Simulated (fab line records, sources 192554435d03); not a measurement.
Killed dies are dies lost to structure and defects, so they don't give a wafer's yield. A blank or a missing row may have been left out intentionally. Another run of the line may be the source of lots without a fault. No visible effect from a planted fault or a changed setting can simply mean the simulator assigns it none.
Matching of chambers -- flow n5Finfet -- N5_BEOL_M2_ETCH_63 on rieDiel-03: 4 sister chambers
The step etches SiARC in CF4, target depth 15.6 nm, time 26 s. 8 wafers are shown with their chamber, then 12 later ones without.

WAFERS WITH THEIR CHAMBER
wafer,chamber,drypumpMotorCurrentA (A),throttleValvePct (%)
L086.4,1,6.5,15.32
L087.1,1,6.6,15.34
L089.1,0,5.4,15.73
L089.3,3,5.5,15.65
L089.4,2,6.0,16.12
L088.1,0,5.3,15.74
L088.4,3,5.5,15.66
L088.5,2,6.0,16.12

WAFERS MISSING THEIR CHAMBER
wafer,drypumpMotorCurrentA (A),throttleValvePct (%)
L090.3,6.6,15.33
L090.5,6.6,15.33
L090.6,5.3,15.74
L091.1,5.5,15.66
L091.4,6.6,15.34
L091.5,6.0,16.14
L093.1,5.3,15.75
L093.2,5.5,15.67
L093.3,6.0,16.13
L093.4,5.5,15.66
L093.5,5.3,15.73
L093.6,6.0,16.14

CHAMBER TAKEN BY EACH
wafer,from the rows above,in truth
L090.3,1,1
L090.5,1,1
L090.6,0,0
L091.1,3,3
L091.4,1,1
L091.5,2,2
L093.1,0,0
L093.2,3,3
L093.3,2,2
L093.4,3,3
L093.5,0,0
L093.6,2,2
Placed correctly: 12 of 12. Not placeable from these rows: 0. Placed wrongly: 0.
How it was worked out, from the rows above alone: a wafer's distance from a chamber is the root of the sum, over the readings, of the square of ((its reading less the chamber's mean) divided by the reading's scatter). If the next closest chamber is less than 2 further off than the closest, the wafer can't be placed; otherwise it belongs to the closest. The mean given for a chamber averages the wafers shown for that chamber. The scatter: take each reading less its chamber's mean, square it, sum over the shown wafers, divide by the number of wafers less the number of chambers, and take the root.
